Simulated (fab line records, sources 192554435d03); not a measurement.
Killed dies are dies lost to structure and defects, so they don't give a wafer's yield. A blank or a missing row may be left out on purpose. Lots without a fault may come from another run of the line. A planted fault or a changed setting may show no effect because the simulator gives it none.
A struck lot beside a sound one | flow n5_finfet | 38 steps out of a route of 1938
Sound: wafers L833.1, L833.2, L833.3. Struck: wafers L823.1, L823.2, L823.4. The cause comes at the end.
At each step with rows: each side's tool, then ch and its chambers, then its first start. Under that, the readings that differ: sound wafers | struck wafers | difference of the means | sigmas: that difference in standard deviations of wafers without a fault.
alike: readings whose means differ by less than 2 such deviations, and words and numbers that are the same on both sides. not compared: withheld readings, readings that some wafer has no value for, bounds like >300 that may hide the same value, and numbers for which the record gives no deviation and whose values overlap.
The two part at a step that has a row with sigmas, a row that says differs or no value, or rows on one side only. Numbers that don't overlap but have no deviation are shown without sigmas and don't part them. A reading that every wafer of one side lacks parts them only if that side has two wafers or more.

first, 9 steps without rows for these wafers: N5_MOL_CONTACT_COAG_COAT_02 (resist thk 30 nm); N5_MOL_CONTACT_COAG_EBR_04; N5_MOL_CONTACT_COAG_SOFTBAKE_03 (time 60 s); N5_MOL_CONTACT_COAG_EXPOSE_05 (exposes mask CA, defocus 0 nm); N5_MOL_CONTACT_COAG_PEB_06 (peb time 60 s); N5_MOL_CONTACT_COAG_DEVELOP_07 (develop time 30 s); N5_MOL_CONTACT_COAG_DESCUM_13 (chemistry O2, time 7 s); N5_MOL_CONTACT_COAG_ETCH_59 (etches underlayer in N2/H2, target depth 13 nm, time 10.4 s); N5_MOL_CONTACT_COAG_ETCH_105 (etches SiARC in CF4, target depth 15.6 nm, time 26 s).
N5_MOL_CONTACT_COAG_ETCH_106: etches SOC in N2/H2, target depth 80 nm, overetch 16 nm, time 120 s.
  sound on rie_diel-01 ch 0,1,3, day 10 08:13; struck on rie_diel-02 ch 1,2,3, day 7 20:54
  reading                                              | sound             | struck               | difference | sigmas
  rf_fwd_power_W (W)                                   | 835.3 836.2 834.1 | 1037.9 1037.9 1038.1 | +202.8     | +72
  rf_vpp_V (V)                                         | 521.6 523.7 526.4 | 488.9 491.2 487.6    | -34.7      | -13
  model.SiARC_of_MOL_CONTACT_COAG_COAT_104.thk_nm (nm) | 6.2 6.4 6.4       | 5.6 5.6 5.6          | -0.7       |
  model.MOL_CONTACT_COAG.cd_offset_nm (nm)             | 0 -0.2 -0.4       | 1 0.8 0.8            | +1         |
  alike: drypump_motor_current_A, oes_product_au, showerhead_plenum_p_Torr, throttle_valve_pct
  not compared: rf_hours_counter_h
then, 5 steps without rows for these wafers: N5_MOL_CONTACT_COAG_STRIP_107 (strips in N2/H2); N5_MOL_CONTACT_COAG_STRIP_108 (strips in N2/H2); N5_MOL_CONTACT_COAG_CONTACT_ETCH_14 (etches SiO2 in C4F6/O2, target depth 27.5 nm, overetch 8.5 nm, time 20 s); N5_MOL_CONTACT_COAG_STRIP_109 (strips in C4F6/O2); N5_MOL_CONTACT_COAG_ETCH_15 (etches SiNx in CH3F/O2, stops on Si:P, target depth 7 nm).
N5_MOL_CONTACT_COAG_ETCH_110: etches Si in CF4/O2, target depth 2.5 nm, time 8 s.
  sound on rie_diel-01 ch 0,1,3, day 10 08:25; struck on rie_diel-02 ch 1,2,3, day 7 21:05
  reading                                  | sound       | struck    | difference | sigmas
  model.MOL_CONTACT_COAG.cd_offset_nm (nm) | 0 -0.2 -0.4 | 1 0.8 0.8 | +1         |
  alike: O2_flow_sccm, drypump_motor_current_A, oes_o_777_au, oes_product_au, rf_fwd_power_W, rf_vpp_V, showerhead_plenum_p_Torr, throttle_valve_pct
  not compared: rf_hours_counter_h
then, 1 step without rows for these wafers: N5_MOL_CONTACT_COAG_STRIP_98 (strips in N2/H2).
N5_MOL_CONTACT_COAG_CD_MEAS_99: target cd 17.2 nm.
  sound on cd_sem-02, day 10 08:32; struck on cd_sem-01, day 7 21:13
  reading    | sound             | struck            | difference | sigmas
  cd_nm (nm) | 17.02 17.35 16.65 | 18.37 17.67 18.14 | +1.05      | +4
then, 18 steps without rows for these wafers: N5_MOL_CONTACT_COAG_IMPLANT_129; N5_MOL_CONTACT_COAG_PRECLEAN_111 (cleans in NF3:NH3, afs cycles 1, time 20 s, sublimation time 60 s); N5_MOL_CONTACT_COAG_TI_SIL_19 (material Ti, target thk 4.2 nm, time 15 s); N5_MOL_CONTACT_COAG_ALD_20 (deposits TiN, target thk 1.5 nm, pulse time 1 s, purge time 3 s); N5_MOL_CONTACT_COAG_SIL_ANNEAL_21 (time 60 s); N5_MOL_CONTACT_COAG_PRE_CLEAN_141 (time 60 s); N5_MOL_CONTACT_COAG_SPUTTER_143 (material Co, target thk 2.5 nm); N5_MOL_CONTACT_COAG_CO_FILL_22 (material Co, precursor CCTBA/H2, target thk 20 nm); N5_MOL_CONTACT_COAG_ANNEAL_113 (time 300 s); N5_MOL_CONTACT_COAG_PRE_CLEAN_142 (time 60 s); N5_MOL_CONTACT_COAG_SPUTTER_130 (material Co, target thk 47.5 nm); N5_MOL_CONTACT_COAG_PRECLEAN_125 (cleans in DIW, time 57.5 s); N5_MOL_CONTACT_COAG_SRD_126 (dry time 32 s); N5_MOL_CONTACT_COAG_CMP_23 (polishes, stops on SiO2, t overpolish 1.5 s, target thk 0 nm); N5_MOL_CONTACT_COAG_WET_ETCH_26 (target Co, target depth 13 nm); N5_MOL_CONTACT_COAG_WET_ETCH_116 (etches the open film in SC1-inhibited, target depth 4.6 nm, rinse time 30 s); N5_MOL_CONTACT_COAG_ALD_27 (deposits SiOC, target thk 17 nm, pulse time 1.5 s, time 2720 s); N5_MOL_CONTACT_COAG_CMP_28 (polishes, stops on SiNx, t overpolish 0.85 s, target thk 14.522 nm).
-- the record jumps here: 4 days lie between the struck wafers' starts before and after (it left off in module MOL_CONTACT_COAG and takes up again in module BEOL_M4, whose first step shown is number 1111 of the route) --
N5_BEOL_M4_RC_MEAS_101:
  sound on prober-01 ch 0, day 13 21:26; struck on prober-01 ch 0, day 11 19:07
  reading             | sound             | struck            | difference | sigmas
  RC_DENSE_N (ohm.um) | 18.74 19.05 19.59 | 17.63 18.05 18.10 | -1.20      | -4
  RC_DENSE_P (ohm.um) | 23.7 23.8 24.5    | 21.9 22.5 22.2    | -1.8       | -5
  RC_N (ohm.um)       | 15.58 15.50 15.99 | 14.40 14.87 14.83 | -0.99      | -4
  RC_P (ohm.um)       | 19.3 19.6 20.1    | 17.9 18.2 18.3    | -1.5       | -5
  alike: DIBL_N, DIBL_P, IOFF_N, IOFF_P, ION_N, ION_P, SS_N, SS_P, VT_N, VT_P
-- the record jumps here: 4 days lie between the struck wafers' starts before and after (it left off in module BEOL_M4 and takes up again in module PASSIVATION, whose first step shown is number 1936 of the route) --
N5_PASSIVATION_PROBE_49:
  the record has rows for the struck wafers here (prober-02, day 16 04:52) and none for the sound ones

WHERE THEY PART
First at N5_MOL_CONTACT_COAG_ETCH_106; last, within this record, at N5_PASSIVATION_PROBE_49.

WHY: what the simulator had put in
Process parameter drift: rie_diel-02, from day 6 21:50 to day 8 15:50, at N5_MOL_CONTACT_COAG_ETCH_106. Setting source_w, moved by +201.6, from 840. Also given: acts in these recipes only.
